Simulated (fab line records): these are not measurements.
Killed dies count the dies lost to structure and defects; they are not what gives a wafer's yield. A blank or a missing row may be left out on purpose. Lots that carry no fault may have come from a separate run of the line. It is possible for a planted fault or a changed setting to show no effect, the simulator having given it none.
Chamber matching | flow n5Finfet | aldSin-04 running N5_STI_FIN_REVEAL_ALD_00: 4 sister chambers
The step deposits SiO2, target thk 1 nm, pulse time 1 s. 4 wafers are shown with their chamber, then 9 later ones without.

EACH WAFER AND ITS CHAMBER
wafer  | chamber | heaterPowerOuterW (W)
L086.6 | 2       | 236
L088.2 | 1       | 233
L088.3 | 0       | 266
L088.4 | 3       | 225

WAFERS WITH NO CHAMBER GIVEN
wafer  | heaterPowerOuterW (W)
L091.1 | 266
L091.2 | 233
L091.4 | 224
L097.1 | 234
L097.2 | 228
L097.3 | 233
L097.4 | 265
L097.5 | 259
L097.6 | 236

THE CHAMBER EACH PASSED THROUGH
wafer  | from the rows above          | in truth
L091.1 | 0                            | 0
L091.2 | can't be placed: 1 or 2      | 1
L091.4 | 3                            | 3
L097.1 | can't be placed: 1 or 2      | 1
L097.2 | can't be placed: 3 or 1 or 2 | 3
L097.3 | can't be placed: 1 or 2      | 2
L097.4 | 0                            | 0
L097.5 | 0                            | 0
L097.6 | can't be placed: 2 or 1      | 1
Placed correctly: 4 of 9. Unplaceable from these rows: 5, with the true chamber sitting among the candidates in 5. 0 placed wrongly.
How it was worked out, from the rows above alone: a wafer's distance from a chamber is the root of the sum, over the readings, of the square of ((its reading less the chamber's mean) divided by the reading's scatter). The wafer belongs to the nearest chamber; if the next one is less than 2 further off, it can't be placed. For every chamber, the mean is computed from those of its wafers that are shown. The scatter: with one shown wafer a chamber, the root of the mean of the squares of how far each hidden wafer lies from its nearest shown one.
